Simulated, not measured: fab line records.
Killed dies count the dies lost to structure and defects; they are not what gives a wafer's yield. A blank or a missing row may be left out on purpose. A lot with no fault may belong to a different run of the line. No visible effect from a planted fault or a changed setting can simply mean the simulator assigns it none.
Matching of chambers + flow nandHarc + cmp-02 running NHARC_P_M2_CMP_23: 4 sister chambers
The step polishes, t overpolish 20 s, target thk 144.3 nm. 4 wafers are shown with their chamber, then 9 later ones without.

## WAFERS, EACH WITH ITS CHAMBER
| wafer  | chamber | motorCurrentA (A) |
|--------|---------|-------------------|
| L080.5 | 3       | 13.5              |
| L084.1 | 2       | 11.5              |
| L084.2 | 0       | 10.6              |
| L084.3 | 1       | 13.5              |

## WAFERS MISSING THEIR CHAMBER
| wafer  | motorCurrentA (A) |
|--------|-------------------|
| L085.3 | 11.9              |
| L085.5 | 11.7              |
| L085.6 | 13.6              |
| L094.1 | 12.1              |
| L094.2 | 13.7              |
| L094.4 | 13.1              |
| L096.1 | 14.2              |
| L096.3 | 13.7              |
| L096.5 | 13.4              |

## CHAMBER TAKEN BY EACH
| wafer  | from the rows above     | in truth |
|--------|-------------------------|----------|
| L085.3 | 2                       | 2        |
| L085.5 | 2                       | 2        |
| L085.6 | can't be placed: 1 or 3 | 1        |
| L094.1 | 2                       | 2        |
| L094.2 | can't be placed: 1 or 3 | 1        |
| L094.4 | can't be placed: 1 or 3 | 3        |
| L096.1 | can't be placed: 1 or 3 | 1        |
| L096.3 | can't be placed: 1 or 3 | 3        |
| L096.5 | can't be placed: 1 or 3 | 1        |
Placed correctly: 3 of 9. These rows do not allow placing 6 (true chamber among the candidates in 6). 0 placed wrongly.
How it was worked out, from the rows above alone: a wafer's distance from a chamber is the root of the sum, over the readings, of the square of ((its reading less the chamber's mean) divided by the reading's scatter). The wafer belongs to the nearest chamber; if the next one is less than 2 further off, it can't be placed. The mean given for a chamber averages the wafers shown for that chamber. The scatter: with one shown wafer a chamber, the root of the mean of the squares of how far each hidden wafer lies from its nearest shown one.
